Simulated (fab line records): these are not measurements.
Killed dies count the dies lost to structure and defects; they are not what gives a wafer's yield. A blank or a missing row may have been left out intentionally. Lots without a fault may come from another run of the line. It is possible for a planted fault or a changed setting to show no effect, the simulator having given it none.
Split-lot experiment / flow n5_finfet / on a route of 1938 steps: 7 lots, 21 wafers read

THE SPLIT
At N5_BEOL_M5_COAT_05 (resist thk 30 nm), the setting spin_rpm was moved away from the recipe's 1500 rpm on 7 of the 21 wafers read, by -8.1% to +8.1%. All remaining wafers had this setting at the recipe value.

FROM THE SPLIT TO THE READING: what the file shows between them, 4 steps
- N5_BEOL_M5_EBR_07
- N5_BEOL_M5_SOFTBAKE_06: time 60 s
- N5_BEOL_M5_EXPOSE_08: exposes mask M5, target cd 28 nm
- N5_BEOL_M5_PEB_09: peb time 60 s

THE READING
CAR-EUV_of_BEOL_M5_COAT_05.thk_nm (the simulator's own value, which no gauge read), in nm, at N5_BEOL_M5_DEVELOP_10 (develop time 30 s). There is no usual value for it anywhere in the file. Across the 14 wafers here that went through the recipe, the average is 29.5 nm and the standard deviation 0.099 nm.

wafer=L074.1; tool, chamber at the split=litho_track-01, 0; spin_rpm as run, rpm=1500; against the recipe=recipe; CAR-EUV_of_BEOL_M5_COAT_05.thk_nm, nm=29.4; against lot-mates on the recipe=-
wafer=L074.2; tool, chamber at the split=litho_track-01, 0; spin_rpm as run, rpm=1427; against the recipe=-4.9%; CAR-EUV_of_BEOL_M5_COAT_05.thk_nm, nm=30.2; against lot-mates on the recipe=+0.8
wafer=L074.5; tool, chamber at the split=litho_track-01, 0; spin_rpm as run, rpm=1427; against the recipe=-4.9%; CAR-EUV_of_BEOL_M5_COAT_05.thk_nm, nm=30.2; against lot-mates on the recipe=+0.8
wafer=L075.1; tool, chamber at the split=litho_track-05, 0; spin_rpm as run, rpm=1500; against the recipe=recipe; CAR-EUV_of_BEOL_M5_COAT_05.thk_nm, nm=29.6; against lot-mates on the recipe=-
wafer=L075.4; tool, chamber at the split=litho_track-05, 0; spin_rpm as run, rpm=1381; against the recipe=-7.9%; CAR-EUV_of_BEOL_M5_COAT_05.thk_nm, nm=30.8; against lot-mates on the recipe=+1.2
wafer=L075.6; tool, chamber at the split=litho_track-05, 0; spin_rpm as run, rpm=1381; against the recipe=-7.9%; CAR-EUV_of_BEOL_M5_COAT_05.thk_nm, nm=31; against lot-mates on the recipe=+1.4
wafer=L079.1; tool, chamber at the split=litho_track-05, 0; spin_rpm as run, rpm=1500; against the recipe=recipe; CAR-EUV_of_BEOL_M5_COAT_05.thk_nm, nm=29.6; against lot-mates on the recipe=-
wafer=L079.4; tool, chamber at the split=litho_track-05, 0; spin_rpm as run, rpm=1500; against the recipe=recipe; CAR-EUV_of_BEOL_M5_COAT_05.thk_nm, nm=29.6; against lot-mates on the recipe=-
wafer=L079.5; tool, chamber at the split=litho_track-05, 0; spin_rpm as run, rpm=1379; against the recipe=-8.1%; CAR-EUV_of_BEOL_M5_COAT_05.thk_nm, nm=31; against lot-mates on the recipe=+1.4
wafer=L081.1; tool, chamber at the split=litho_track-01, 0; spin_rpm as run, rpm=1621; against the recipe=+8.1%; CAR-EUV_of_BEOL_M5_COAT_05.thk_nm, nm=28.4; against lot-mates on the recipe=-1.1
wafer=L081.3; tool, chamber at the split=litho_track-01, 0; spin_rpm as run, rpm=1500; against the recipe=recipe; CAR-EUV_of_BEOL_M5_COAT_05.thk_nm, nm=29.6; against lot-mates on the recipe=-
wafer=L081.5; tool, chamber at the split=litho_track-01, 0; spin_rpm as run, rpm=1500; against the recipe=recipe; CAR-EUV_of_BEOL_M5_COAT_05.thk_nm, nm=29.4; against lot-mates on the recipe=-
wafer=L085.1; tool, chamber at the split=litho_track-05, 0; spin_rpm as run, rpm=1500; against the recipe=recipe; CAR-EUV_of_BEOL_M5_COAT_05.thk_nm, nm=29.4; against lot-mates on the recipe=-
wafer=L085.4; tool, chamber at the split=litho_track-05, 0; spin_rpm as run, rpm=1500; against the recipe=recipe; CAR-EUV_of_BEOL_M5_COAT_05.thk_nm, nm=29.4; against lot-mates on the recipe=-
wafer=L085.6; tool, chamber at the split=litho_track-05, 0; spin_rpm as run, rpm=1500; against the recipe=recipe; CAR-EUV_of_BEOL_M5_COAT_05.thk_nm, nm=29.6; against lot-mates on the recipe=-
wafer=L086.1; tool, chamber at the split=litho_track-05, 0; spin_rpm as run, rpm=1500; against the recipe=recipe; CAR-EUV_of_BEOL_M5_COAT_05.thk_nm, nm=29.4; against lot-mates on the recipe=-
wafer=L086.4; tool, chamber at the split=litho_track-05, 0; spin_rpm as run, rpm=1579; against the recipe=+5.3%; CAR-EUV_of_BEOL_M5_COAT_05.thk_nm, nm=28.8; against lot-mates on the recipe=-0.7
wafer=L086.6; tool, chamber at the split=litho_track-05, 0; spin_rpm as run, rpm=1500; against the recipe=recipe; CAR-EUV_of_BEOL_M5_COAT_05.thk_nm, nm=29.6; against lot-mates on the recipe=-
wafer=L092.1; tool, chamber at the split=litho_track-05, 0; spin_rpm as run, rpm=1500; against the recipe=recipe; CAR-EUV_of_BEOL_M5_COAT_05.thk_nm, nm=29.6; against lot-mates on the recipe=-
wafer=L092.3; tool, chamber at the split=litho_track-05, 0; spin_rpm as run, rpm=1500; against the recipe=recipe; CAR-EUV_of_BEOL_M5_COAT_05.thk_nm, nm=29.6; against lot-mates on the recipe=-
wafer=L092.5; tool, chamber at the split=litho_track-05, 0; spin_rpm as run, rpm=1500; against the recipe=recipe; CAR-EUV_of_BEOL_M5_COAT_05.thk_nm, nm=29.4; against lot-mates on the recipe=-

THE FIT
A straight line over all 21 wafers: CAR-EUV_of_BEOL_M5_COAT_05.thk_nm changes by -0.16 nm for each +1% of spin_rpm; r = -0.98; the points scatter about the line by 0.12 nm.
The same after taking each lot's own level away (the mean of its wafers on the recipe; 21 wafers): -0.156 nm for each +1%; r = -0.99; scatter 0.093 nm.
According to that fit, moving spin_rpm by its largest amount changes the reading by 1.3 nm.
Measured against the standard deviation above, the lots' own levels, which go from 29.40 to 29.60 nm, span 2.0 times it.
So the lot-to-lot level changes the slope little: the two slopes agree.
Check: for one of the wafers moved furthest among these (-8.1%), held out of the fit, the line's prediction against its lot-mates is +1.26 nm. It came out at +1.4 nm against them.

OTHER SPLITS ON THESE WAFERS
Before the reading, these wafers also passed through other splits. Each is held against what the fit with the lots' levels taken away leaves over:
other split on the same wafers=N5_BEOL_M2_COAT_68 spin_rpm; wafers away from the commonest value=7; r with CAR-EUV_of_BEOL_M5_COAT_05.thk_nm (lot level and that fit taken away)=-0.06
other split on the same wafers=N5_BEOL_M3_COAT_05 spin_rpm; wafers away from the commonest value=6; r with CAR-EUV_of_BEOL_M5_COAT_05.thk_nm (lot level and that fit taken away)=+0.17
other split on the same wafers=N5_BEOL_M4_COAT_73 spin_rpm; wafers away from the commonest value=7; r with CAR-EUV_of_BEOL_M5_COAT_05.thk_nm (lot level and that fit taken away)=+0.27
other split on the same wafers=N5_BEOL_M4_COAT_05 spin_rpm; wafers away from the commonest value=6; r with CAR-EUV_of_BEOL_M5_COAT_05.thk_nm (lot level and that fit taken away)=-0.34

THE WHOLE CHAIN: every reading that the file lists as answering this split, in the file's order
step=N5_BEOL_M5_COAT_05; what it does=resist thk 30 nm; reading=CAR-EUV_of_BEOL_M5_COAT_05.thk_nm (the simulator's own value, which no gauge read); change (the file's fit)=-0.152 nm for each +1% of the setting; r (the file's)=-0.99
step=N5_BEOL_M5_DEVELOP_10; what it does=develop time 30 s; reading=CAR-EUV_of_BEOL_M5_COAT_05.thk_nm (the simulator's own value, which no gauge read); change (the file's fit)=-0.156 nm for each +1% of the setting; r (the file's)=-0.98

FILE'S OWN FIT
CAR-EUV_of_BEOL_M5_COAT_05.thk_nm changes by -0.156 nm for each +1% of spin_rpm, r = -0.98.
